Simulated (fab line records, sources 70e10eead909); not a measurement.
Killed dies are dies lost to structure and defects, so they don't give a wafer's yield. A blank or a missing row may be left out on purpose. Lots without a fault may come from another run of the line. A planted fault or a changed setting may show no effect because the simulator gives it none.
Which tool did it? | flow nand_harc | 24 lots, 72 wafers sampled, at 6 steps of a route of 1302

WHAT THE GAUGES READ, wafer by wafer
NHARC_P_CONTACT_OVL_MEAS_13. Usual: overlay_x_nm 0.1 nm, standard deviation 0.86; overlay_y_nm -0.2 nm, standard deviation 0.81.
lot  | measured     | on         | overlay_x_nm (nm) | overlay_y_nm (nm) | flag
L074 | day 5 21:46  | overlay-02 | 0.9 1.0 0.7       | 0.5 0.9 0.7       |
L075 | day 6 04:52  | overlay-01 | 0.4 0.8 0.5       | 0.8 0.8 1.2       |
L076 | day 6 21:15  | overlay-01 | 0.4 0.6 0.6       | -0.8 -1.0 -0.8    |
L077 | day 7 01:47  | overlay-01 | 0.9 0.8 0.5       | 0.5 0.5 0.3       |
L078 | day 7 18:42  | overlay-01 | -0.1 0.5 0.1      | -0.9 -1.0 -1.3    |
L079 | day 7 19:01  | overlay-01 | 1.9 1.1 1.6       | -0.9 -0.8 -1.0    |
L080 | day 8 04:37  | overlay-02 | -0.6 -0.9 -0.6    | -1.0 -0.9 -0.9    |
L081 | day 8 15:13  | overlay-02 | -0.7 -1.6 -1.1    | -0.5 -0.7 -0.7    |
L082 | day 9 05:38  | overlay-02 | 0.6 0.2 0.3       | 0.3 -0.2 0.2      |
L083 | day 9 19:37  | overlay-01 | 0.4 0.0 0.1       | 0.4 0.7 1.3       |
L084 | day 10 00:31 | overlay-02 | 1.3 1.0 0.8       | -0.3 -0.8 -0.1    |
L085 | day 10 07:35 | overlay-02 | 0.2 0.4 0.5       | -1.0 -0.6 -0.6    |
L086 | day 10 18:56 | overlay-02 | -1.2 -0.4 -0.6    | -1.3 -1.4 -1.4    |
L087 | day 11 05:23 | overlay-01 | 0.2 0.5 -0.1      | -0.3 -0.2 0.5     |
L088 | day 12 01:26 | overlay-02 | -0.3 -0.8 -0.1    | 0.6 0.7 0.3       |
L089 | day 12 04:05 | overlay-02 | 0.9 1.3 1.3       | -0.3 -0.4 -0.7    |
L090 | day 12 09:58 | overlay-01 | 0.9 0.7 1.0       | 0.8 0.7 0.9       |
L091 | day 12 19:52 | overlay-01 | 1.5 0.9 1.1       | -1.2 -1.8 -1.9    |
L092 | day 13 05:54 | overlay-01 | -0.1 0.4 -0.1     | 1.5 0.9 1.2       |
L093 | day 14 00:41 | overlay-01 | 0.0 -0.3 0.2      | -0.8 -0.5 -0.8    |
L094 | day 14 05:33 | overlay-01 | -0.1 -0.5 -0.6    | 0.6 1.3 0.6       |
L095 | day 14 19:21 | overlay-02 | -0.6 -0.5 -0.5    | -0.4 -0.7 -0.3    |
L096 | day 15 03:58 | overlay-02 | 0.1 -0.7 0.2      | -0.1 0.1 0.3      |
L097 | day 15 07:29 | overlay-02 | -1.9 -2.2 -2.1    | 0.0 0.3 0.6       |

WHICH TOOL RAN EACH LOT (tool, then ch and the chambers of the sampled wafers, then the start)
lot  | NHARC_P_ZERO_WELL_DESCUM_54        | NHARC_P_GATE_ETCH_114                         | NHARC_P_GATE_STRIP_76                | NHARC_P_GATE_RTA_64              | NHARC_P_CONTACT_CMP_01
L074 | rie_diel-07 ch 0,2,3, day 2 02:05  | rie_diel-09 ch 1,2, day 5 16:07 or earlier    | plasma_asher-01 ch 0,1, day 5 16:07  | rtp_anneal-01 ch 0, day 5 18:53  | cmp-03 ch 0,2,3, day 5 20:53
L075 | rie_diel-03 ch 0,1, day 2 12:01    | rie_diel-02 ch 0,3, day 5 23:13 or earlier    | plasma_asher-01 ch 0,1, day 5 23:13  | rtp_anneal-02 ch 0, day 6 01:58  | cmp-04 ch 0,3, day 6 03:57
L076 | rie_diel-07 ch 2,3, day 2 22:01    | rie_diel-04 ch 0,1,2, day 6 15:49 or earlier  | plasma_asher-02 ch 0,1, day 6 15:49  | rtp_anneal-02 ch 0, day 6 18:25  | cmp-02 ch 0,1, day 6 20:28
L077 | rie_diel-01 ch 0,1,2, day 3 07:58  | rie_diel-02 ch 0,1,2, day 6 20:15 or earlier  | plasma_asher-01 ch 0,1, day 6 20:15  | rtp_anneal-02 ch 0, day 6 22:53  | cmp-02 ch 1,2, day 7 00:52
L078 | rie_diel-01 ch 0,1, day 3 17:52    | rie_diel-02 ch 0,2, day 7 12:57 or earlier    | plasma_asher-01 ch 0,1, day 7 12:57  | rtp_anneal-01 ch 0, day 7 15:42  | cmp-04 ch 0,2,3, day 7 17:47
L079 | rie_diel-03 ch 0,2,3, day 4 03:52  | rie_diel-09 ch 0,2, day 7 13:21 or earlier    | plasma_asher-01 ch 0,1, day 7 13:21  | rtp_anneal-02 ch 0, day 7 16:04  | cmp-04 ch 0,3, day 7 18:05
L080 | rie_diel-07 ch 1,2,3, day 4 13:47  | rie_diel-09 ch 0,1,2, day 7 23:02 or earlier  | plasma_asher-02 ch 0,1, day 7 23:02  | rtp_anneal-01 ch 0, day 8 01:38  | cmp-04 ch 0,1,3, day 8 03:43
L081 | rie_diel-03 ch 0,1,3, day 4 23:50  | rie_diel-02 ch 0,1,3, day 8 09:40 or earlier  | plasma_asher-01 ch 0,1, day 8 09:40  | rtp_anneal-01 ch 0, day 8 12:14  | cmp-04 ch 0,2, day 8 14:19
L082 | rie_diel-07 ch 1,2, day 5 09:56    | rie_diel-09 ch 0,2, day 8 23:46 or earlier    | plasma_asher-02 ch 0,1, day 8 23:46  | rtp_anneal-01 ch 0, day 9 02:31  | cmp-04 ch 0,2,3, day 9 04:50
L083 | rie_diel-07 ch 1,2, day 5 19:47    | rie_diel-02 ch 1,3, day 9 13:53 or earlier    | plasma_asher-01 ch 0,1, day 9 13:53  | rtp_anneal-01 ch 0, day 9 16:43  | cmp-03 ch 0,2,3, day 9 18:44
L084 | rie_diel-03 ch 0,2, day 6 05:33    | rie_diel-04 ch 0,1,3, day 9 19:02 or earlier  | plasma_asher-02 ch 0,1, day 9 19:02  | rtp_anneal-02 ch 0, day 9 21:41  | cmp-04 ch 0,2, day 9 23:44
L085 | rie_diel-03 ch 1,2, day 6 15:50    | rie_diel-02 ch 1,2,3, day 10 01:25 or earlier | plasma_asher-02 ch 0,1, day 10 01:25 | rtp_anneal-02 ch 0, day 10 04:32 | cmp-02 ch 1,2, day 10 06:40
L086 | rie_diel-07 ch 0,1,3, day 7 01:49  | rie_diel-02 ch 0,1,2, day 10 13:22 or earlier | plasma_asher-01 ch 0,1, day 10 13:22 | rtp_anneal-01 ch 0, day 10 15:59 | cmp-03 ch 0,2,3, day 10 18:01
L087 | rie_diel-01 ch 0,1, day 7 11:56    | rie_diel-04 ch 0,2,3, day 10 23:50 or earlier | plasma_asher-02 ch 0,1, day 10 23:50 | rtp_anneal-01 ch 0, day 11 02:36 | cmp-02 ch 0,1,3, day 11 04:39
L088 | rie_diel-01 ch 0,2, day 7 21:57    | rie_diel-04 ch 1,3, day 11 19:51 or earlier   | plasma_asher-01 ch 0,1, day 11 19:51 | rtp_anneal-02 ch 0, day 11 22:38 | cmp-04 ch 0,2,3, day 12 00:41
L089 | rie_diel-03 ch 2,3, day 8 07:57    | rie_diel-09 ch 0,2, day 11 22:31 or earlier   | plasma_asher-01 ch 0,1, day 11 22:31 | rtp_anneal-01 ch 0, day 12 01:16 | cmp-04 ch 0,2, day 12 03:18
L090 | rie_diel-03 ch 0,2, day 8 17:56    | rie_diel-02 ch 1,2,3, day 12 04:24 or earlier | plasma_asher-02 ch 0,1, day 12 04:24 | rtp_anneal-02 ch 0, day 12 07:11 | cmp-02 ch 0,1,3, day 12 09:10
L091 | rie_diel-03 ch 1,2,3, day 9 04:19  | rie_diel-04 ch 0,1,3, day 12 14:11 or earlier | plasma_asher-02 ch 0,1, day 12 14:11 | rtp_anneal-02 ch 0, day 12 16:55 | cmp-03 ch 0,2,3, day 12 18:58
L092 | rie_diel-07 ch 2,3, day 9 14:13    | rie_diel-04 ch 0,3, day 13 00:13 or earlier   | plasma_asher-01 ch 0,1, day 13 00:13 | rtp_anneal-02 ch 0, day 13 02:58 | cmp-02 ch 0,1, day 13 05:01
L093 | rie_diel-03 ch 0,1, day 10 03:26   | rie_diel-02 ch 0,3, day 13 19:16 or earlier   | plasma_asher-01 ch 0,1, day 13 19:16 | rtp_anneal-01 ch 0, day 13 21:57 | cmp-02 ch 1,2,3, day 13 23:56
L094 | rie_diel-01 ch 0,1,3, day 10 10:00 | rie_diel-04 ch 0,2,3, day 13 23:41 or earlier | plasma_asher-02 ch 0,1, day 13 23:41 | rtp_anneal-01 ch 0, day 14 02:25 | cmp-03 ch 0,1,3, day 14 04:38
L095 | rie_diel-03 ch 2,3, day 11 00:05   | rie_diel-09 ch 0,3, day 14 13:43 or earlier   | plasma_asher-02 ch 0,1, day 14 13:43 | rtp_anneal-01 ch 0, day 14 16:23 | cmp-03 ch 1,2, day 14 18:26
L096 | rie_diel-03 ch 1,2,3, day 11 06:03 | rie_diel-04 ch 0,1, day 14 21:59 or earlier   | plasma_asher-02 ch 0,1, day 14 21:59 | rtp_anneal-01 ch 0, day 15 00:52 | cmp-03 ch 0,1, day 15 03:03
L097 | rie_diel-03 ch 1,2,3, day 11 15:50 | rie_diel-02 ch 1,3, day 15 01:48 or earlier   | plasma_asher-02 ch 1, day 15 01:48   | rtp_anneal-02 ch 0, day 15 04:33 | cmp-04 ch 0,1,2, day 15 06:37
- NHARC_P_ZERO_WELL_DESCUM_54: chemistry O2, time 3 s.
- NHARC_P_GATE_ETCH_114: etches the open film in CF4/O2, target depth 30 nm, overetch 3 nm, time 16.5 s.
- NHARC_P_GATE_STRIP_76: strips in O2.
- NHARC_P_GATE_RTA_64: time 1 s.
- NHARC_P_CONTACT_CMP_01: polishes SiO2, target thk 200 nm.

WHAT THE TOOLS THEMSELVES READ (means of the sampled wafers that have a number; where no wafer has one, the mark that the record gives instead)
NHARC_P_ZERO_WELL_DESCUM_54. Usual: drypump_motor_current_A 6.0 A, standard deviation 0.34; oes_product_au 1.000 a.u., standard deviation 0.012; rf_vpp_V 57.9 V, standard deviation 0.8; showerhead_plenum_p_Torr 1.94 Torr, standard deviation 0.068; throttle_valve_pct 11.311 %, standard deviation 0.0091.
lot  | tool        | drypump_motor_current_A (A) | oes_product_au (a.u.) | rf_vpp_V (V) | showerhead_plenum_p_Torr (Torr) | throttle_valve_pct (%) | flag
L074 | rie_diel-07 | 5.6                         | 1.015                 | 58.5         | 1.94                            | 11.311                 |
L075 | rie_diel-03 | 6.2                         | 1.007                 | 58.2         | 1.91                            | 11.306                 |
L076 | rie_diel-07 | 5.7                         | 1.008                 | 58.2         | 1.89                            | 11.320                 |
L077 | rie_diel-01 | 6.1                         | 1.003                 | 57.5         | 1.91                            | 11.311                 |
L078 | rie_diel-01 | 5.9                         | 0.999                 | 57.9         | 1.93                            | 11.312                 |
L079 | rie_diel-03 | 6.1                         | 0.991                 | 57.8         | 2.00                            | 11.303                 |
L080 | rie_diel-07 | 5.8                         | 0.997                 | 58.0         | 1.93                            | 11.305                 |
L081 | rie_diel-03 | 6.2                         | 0.997                 | 57.8         | 1.95                            | 11.309                 |
L082 | rie_diel-07 | 5.8                         | 0.999                 | 57.4         | 1.86                            | 11.299                 |
L083 | rie_diel-07 | 5.9                         | 0.996                 | 56.9         | 1.90                            | 11.316                 |
L084 | rie_diel-03 | 6.1                         | 1.009                 | 57.4         | 1.97                            | 11.319                 |
L085 | rie_diel-03 | 6.1                         | 0.996                 | 58.1         | 2.01                            | 11.319                 |
L086 | rie_diel-07 | 5.7                         | 0.980                 | 58.6         | 1.95                            | 11.307                 |
L087 | rie_diel-01 | 6.2                         | 1.013                 | 57.4         | 1.91                            | 11.318                 |
L088 | rie_diel-01 | 5.9                         | 0.993                 | 57.7         | 1.89                            | 11.309                 |
L089 | rie_diel-03 | 6.1                         | 1.010                 | 58.3         | 2.03                            | 11.316                 |
L090 | rie_diel-03 | 6.1                         | 1.012                 | 57.7         | 2.00                            | 11.296                 |
L091 | rie_diel-03 | 6.2                         | 0.996                 | 58.3         | 1.99                            | 11.304                 |
L092 | rie_diel-07 | 5.8                         | 0.995                 | 57.8         | 1.95                            | 11.314                 |
L093 | rie_diel-03 | 6.1                         | 0.997                 | 58.3         | 1.90                            | 11.312                 |
L094 | rie_diel-01 | 6.2                         | 1.002                 | 57.7         | 1.92                            | 11.314                 |
L095 | rie_diel-03 | 6.1                         | 1.015                 | 58.7         | 2.04                            | 11.308                 |
L096 | rie_diel-03 | 6.2                         | 0.990                 | 57.5         | 1.98                            | 11.315                 |
L097 | rie_diel-03 | 6.2                         | 0.997                 | 59.0         | 1.98                            | 11.304                 |

NHARC_P_GATE_ETCH_114. Usual: drypump_motor_current_A 5.6 A, standard deviation 0.42; oes_product_au 0.998 a.u., standard deviation 0.011; rf_vpp_V 198.0 V, standard deviation 1.2; showerhead_plenum_p_Torr 1.34 Torr, standard deviation 0.048; throttle_valve_pct 13.397 %, standard deviation 0.0087.
lot  | tool        | drypump_motor_current_A (A) | oes_product_au (a.u.) | rf_vpp_V (V) | showerhead_plenum_p_Torr (Torr) | throttle_valve_pct (%) | flag
L074 | rie_diel-09 | 5.1                         | 0.993                 | 198.0        | 1.35                            | 13.392                 |
L075 | rie_diel-02 | 5.3                         | 0.996                 | 199.1        | 1.40                            | 13.396                 |
L076 | rie_diel-04 | 5.9                         | 1.002                 | 197.0        | 1.30                            | 13.395                 |
L077 | rie_diel-02 | 5.8                         | 0.992                 | 198.5        | 1.37                            | 13.396                 |
L078 | rie_diel-02 | 5.5                         | 0.993                 | 200.0        | 1.39                            | 13.399                 |
L079 | rie_diel-09 | 5.5                         | 1.001                 | 197.3        | 1.31                            | 13.398                 |
L080 | rie_diel-09 | 5.4                         | 0.985                 | 198.0        | 1.34                            | 13.405                 |
L081 | rie_diel-02 | 5.6                         | 0.987                 | 198.4        | 1.37                            | 13.396                 |
L082 | rie_diel-09 | 5.4                         | 0.984                 | 197.5        | 1.30                            | 13.398                 |
L083 | rie_diel-02 | 6.0                         | 0.985                 | 197.6        | 1.34                            | 13.404                 |
L084 | rie_diel-04 | 5.8                         | 1.015                 | 198.0        | 1.33                            | 13.386                 |
L085 | rie_diel-02 | 5.6                         | 0.996                 | 198.5        | 1.36                            | 13.397                 |
L086 | rie_diel-02 | 5.7                         | 0.993                 | 198.5        | 1.37                            | 13.398                 |
L087 | rie_diel-04 | 5.6                         | 1.002                 | 198.3        | 1.32                            | 13.399                 |
L088 | rie_diel-04 | 5.9                         | 0.998                 | 196.9        | 1.32                            | 13.393                 |
L089 | rie_diel-09 | 5.5                         | 0.983                 | 197.4        | 1.30                            | 13.400                 |
L090 | rie_diel-02 | 5.6                         | 0.996                 | 198.3        | 1.36                            | 13.405                 |
L091 | rie_diel-04 | 5.8                         | 1.016                 | 197.5        | 1.33                            | 13.391                 |
L092 | rie_diel-04 | 5.7                         | 1.012                 | 198.0        | 1.34                            | 13.399                 |
L093 | rie_diel-02 | 5.3                         | 1.005                 | 199.0        | 1.40                            | 13.403                 |
L094 | rie_diel-04 | 5.6                         | 1.004                 | 196.8        | 1.32                            | 13.396                 |
L095 | rie_diel-09 | 5.3                         | 0.993                 | 197.3        | 1.28                            | 13.397                 |
L096 | rie_diel-04 | 5.9                         | 1.000                 | 197.5        | 1.33                            | 13.391                 |
L097 | rie_diel-02 | 6.0                         | 1.000                 | 197.9        | 1.34                            | 13.385                 |

NHARC_P_GATE_STRIP_76. Usual: drypump_motor_current_A 5.6 A, standard deviation 0.38; heater_power_w 352 W, standard deviation 9.9; rf_refl_power_W 25 W, standard deviation 3.3.
lot  | tool            | drypump_motor_current_A (A) | heater_power_w (W) | rf_refl_power_W (W) | flag
L074 | plasma_asher-01 | 5.3                         | 347                | 24                  |
L075 | plasma_asher-01 | 5.2                         | 361                | 27                  |
L076 | plasma_asher-02 | 6.0                         | 355                | 25                  |
L077 | plasma_asher-01 | 5.4                         | 351                | 24                  |
L078 | plasma_asher-01 | 5.3                         | 353                | 24                  |
L079 | plasma_asher-01 | 5.3                         | 352                | 24                  |
L080 | plasma_asher-02 | 5.9                         | 352                | 25                  |
L081 | plasma_asher-01 | 5.3                         | 349                | 24                  |
L082 | plasma_asher-02 | 5.9                         | 351                | 25                  |
L083 | plasma_asher-01 | 5.3                         | 353                | 24                  |
L084 | plasma_asher-02 | 6.0                         | 352                | 25                  |
L085 | plasma_asher-02 | 5.9                         | 359                | 25                  |
L086 | plasma_asher-01 | 5.2                         | 350                | 27                  |
L087 | plasma_asher-02 | 5.9                         | 361                | 25                  |
L088 | plasma_asher-01 | 5.3                         | 347                | 23                  |
L089 | plasma_asher-01 | 5.3                         | 349                | 24                  |
L090 | plasma_asher-02 | 6.0                         | 353                | 24                  |
L091 | plasma_asher-02 | 5.9                         | 359                | 25                  |
L092 | plasma_asher-01 | 5.3                         | 346                | 24                  |
L093 | plasma_asher-01 | 5.3                         | 342                | 24                  |
L094 | plasma_asher-02 | 5.9                         | 349                | 25                  |
L095 | plasma_asher-02 | 6.0                         | 351                | 25                  |
L096 | plasma_asher-02 | 6.0                         | 352                | 24                  |
L097 | plasma_asher-02 | 6.1                         | 357                | 24                  |

NHARC_P_GATE_RTA_64. Usual: lamp_power_pct 32 %, standard deviation 3.2; lamp_zone_2_pct 32 %, standard deviation 3.2; lamp_zone_4_pct 32 %, standard deviation 3.2; wafer_temp_C_max 1054.0, standard deviation 0.93.
lot  | tool          | lamp_power_pct (%) | lamp_zone_2_pct (%) | lamp_zone_4_pct (%) | wafer_temp_C_max | flag
L074 | rtp_anneal-01 | 29                 | 29                  | 29                  | 1054.3           |
L075 | rtp_anneal-02 | 36                 | 36                  | 36                  | 1053.6           |
L076 | rtp_anneal-02 | 36                 | 36                  | 36                  | 1053.0           |
L077 | rtp_anneal-02 | 36                 | 36                  | 36                  | 1053.9           |
L078 | rtp_anneal-01 | 29                 | 29                  | 29                  | 1053.9           |
L079 | rtp_anneal-02 | 36                 | 36                  | 36                  | 1053.8           |
L080 | rtp_anneal-01 | 29                 | 29                  | 29                  | 1054.0           |
L081 | rtp_anneal-01 | 29                 | 29                  | 29                  | 1055.4           |
L082 | rtp_anneal-01 | 29                 | 29                  | 29                  | 1054.7           |
L083 | rtp_anneal-01 | 29                 | 29                  | 29                  | 1055.0           |
L084 | rtp_anneal-02 | 36                 | 36                  | 36                  | 1053.8           |
L085 | rtp_anneal-02 | 36                 | 36                  | 36                  | 1053.8           |
L086 | rtp_anneal-01 | 29                 | 29                  | 29                  | 1054.0           |
L087 | rtp_anneal-01 | 29                 | 29                  | 29                  | 1054.0           |
L088 | rtp_anneal-02 | 36                 | 36                  | 36                  | 1055.1           |
L089 | rtp_anneal-01 | 29                 | 29                  | 29                  | 1055.2           |
L090 | rtp_anneal-02 | 36                 | 36                  | 36                  | 1054.1           |
L091 | rtp_anneal-02 | 36                 | 36                  | 36                  | 1053.6           |
L092 | rtp_anneal-02 | 36                 | 36                  | 36                  | 1052.8           |
L093 | rtp_anneal-01 | 29                 | 29                  | 29                  | 1054.6           |
L094 | rtp_anneal-01 | 29                 | 29                  | 29                  | 1054.1           |
L095 | rtp_anneal-01 | 29                 | 29                  | 29                  | 1054.4           |
L096 | rtp_anneal-01 | 29                 | 29                  | 29                  | 1054.4           |
L097 | rtp_anneal-02 | 36                 | 36                  | 36                  | 1053.8           |

NHARC_P_CONTACT_CMP_01. Usual: motor_current_A 12.6 A, standard deviation 1.3.
lot  | tool   | motor_current_A (A) | flag
L074 | cmp-03 | 13.1                |
L075 | cmp-04 | 12.6                |
L076 | cmp-02 | 12.0                |
L077 | cmp-02 | 13.4                |
L078 | cmp-04 | 13.0                |
L079 | cmp-04 | 13.1                |
L080 | cmp-04 | 12.6                |
L081 | cmp-04 | 14.0                |
L082 | cmp-04 | 13.1                |
L083 | cmp-03 | 12.8                |
L084 | cmp-04 | 13.7                |
L085 | cmp-02 | 13.4                |
L086 | cmp-03 | 12.6                |
L087 | cmp-02 | 12.2                |
L088 | cmp-04 | 13.2                |
L089 | cmp-04 | 13.6                |
L090 | cmp-02 | 11.7                |
L091 | cmp-03 | 13.2                |
L092 | cmp-02 | 12.1                |
L093 | cmp-02 | 12.7                |
L094 | cmp-03 | 11.9                |
L095 | cmp-03 | 12.2                |
L096 | cmp-03 | 11.9                |
L097 | cmp-04 | 13.3                |

THE ANSWER, worked out from the rows above alone
Rule: a lot is off if the mean of its wafers that have a number lies more than 3 standard deviations from the usual mean. A lot without any number at a reading at which 4 lots or more have one is off too. The other lots that the step has rows for count as sound. The gauges are gone through in route order, then the tools' own readings, and for those a lot's mean is taken as printed above. The first step at which some lot is off is used, and at that step the reading that is off furthest; a lot without a number counts as furthest.
No lot is off at any reading shown: from this, nothing can be told.

WHAT THE SIMULATOR HAD PUT IN
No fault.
